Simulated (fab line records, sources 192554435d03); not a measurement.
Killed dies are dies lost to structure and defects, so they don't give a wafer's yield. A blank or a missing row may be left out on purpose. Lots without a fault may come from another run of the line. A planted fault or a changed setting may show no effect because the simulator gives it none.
One fault seen from 2 desks | flow n5_finfet | each desk has only its own numbers; what lay behind them comes last

THE TOOL OWNER'S DESK: litho_track-05
The tool's own readings at N5_FIN_SAQP_COAT_49 (time 60 s, resist thk 100 nm): means of the sampled wafers that have a number, for each lot that ran on this tool. A lot is out of limits, marked OUT, if its mean lies more than 4 standard deviations from the usual mean; the brackets give that distance.
Columns: A = exhaust_pa at N5_FIN_SAQP_COAT_49, usual 45.1 Pa; B = heater_power_total_W at N5_FIN_SAQP_COAT_49, usual 500.6 W; C = resist_line_temp_C at N5_FIN_SAQP_COAT_49, usual 23.03 C; D = spin_speed_rpm at N5_FIN_SAQP_COAT_49, usual 1500.0 rpm
lot  | first seen here | A    | B     | C     | D
L771 | day 2 03:44     | 45.8 | 500.6 | 23.20 | 1498.2
L775 | day 3 02:53     | 44.4 | 499.7 | 23.12 | 1499.4
L777 | day 3 15:13     | 45.3 | 502.5 | 23.05 | 1499.8
L781 | day 4 16:32     | 45.2 | 499.2 | 22.99 | 1499.9
L783 | day 5 03:01     | 45.4 | 499.6 | 22.94 | 1347.9 (-99 or more) OUT
L786 | day 5 21:30     | 46.5 | 498.8 | 22.92 | 1347.2 (-99 or more) OUT
L787 | day 6 03:29     | 45.4 | 499.9 | 22.95 | 1347.4 (-99 or more) OUT
This desk's finding: out of limits on L783, L786, L787; first on L783, day 5 03:01 (spin_speed_rpm at N5_FIN_SAQP_COAT_49). In limits: L771, L775, L777, L781.

THE METROLOGY DESK
What the gauges read, lot by lot, whatever tool the lot ran on: means of the sampled wafers that have a number. A lot is out of limits, marked OUT, if its mean lies more than 4 standard deviations from the usual mean; the brackets give that distance. Of its 11 readings 7 are shown: those that lie furthest out on some lot.
Columns: A = HMC_CMP_THK at N5_PMOS_HMC_CHANNEL_EPI_THK_MEAS_22, usual 54.1 nm; B = DIBL_N at N5_BEOL_M4_RC_MEAS_101, usual 36.8 mV/V; C = DIBL_P at N5_BEOL_M4_RC_MEAS_101, usual 37.0 mV/V; D = IOFF_P at N5_BEOL_M4_RC_MEAS_101, usual 0.23 nA/um; E = ION_P at N5_BEOL_M4_RC_MEAS_101, usual 466 uA/um; F = SS_P at N5_BEOL_M4_RC_MEAS_101, usual 73.5 mV/dec; G = VT_P at N5_BEOL_M4_RC_MEAS_101, usual -249 mV
lot  | first seen here | A    | B    | C    | D    | E   | F    | G
L771 | day 2 01:55     | 54.0 | 37.2 | 36.4 | 0.20 | 458 | 73.5 | -253
L775 | day 3 01:22     | 54.8 | 37.2 | 39.3 | 0.23 | 465 | 73.3 | -250
L777 | day 3 13:41     | 53.1 | 36.8 | 35.9 | 0.22 | 464 | 73.4 | -248
L781 | day 4 14:03     | 54.7 | 37.3 | 36.7 | 0.30 | 481 | 73.8 | -242
L782 | day 4 20:16     | 54.5 | 35.6 | 33.5 | 0.20 | 468 | 72.3 | -250
L783 | day 5 01:32     | 52.9 | 36.3 | 36.3 | 0.21 | 462 | 73.4 | -250
L786 | day 5 19:47     | 54.2 | 37.0 | 34.9 | 0.17 | 452 | 73.0 | -254
L787 | day 6 01:57     | 54.1 | 39.1 | 36.4 | 0.26 | 471 | 73.6 | -246
L789 | day 6 13:42     | 54.5 | 36.3 | 36.0 | 0.23 | 469 | 72.8 | -250
L792 | day 7 08:02     | 53.6 | 35.4 | 36.9 | 0.21 | 465 | 73.3 | -252
This desk's finding: nothing out of limits on any of the 10 lots.

PUT TOGETHER
The tool owner's desk could have raised an alarm at day 5 03:01, on L783, L786, L787.
The metrology desk saw nothing out of limits.
The metrology desk has L783, L786, L787 on record, within its limits.
Of the lots named, all ran N5_FIN_SAQP_COAT_49 on litho_track-05.

WHAT THE SIMULATOR HAD PUT IN
Process parameter drift: litho_track-05, from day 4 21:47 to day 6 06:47, at N5_FIN_SAQP_COAT_49. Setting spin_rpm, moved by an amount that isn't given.
Lots struck among those shown: L783, L786, L787.
Hours from the fault's start to each desk's first reading out of limits: the tool owner's desk, 5.
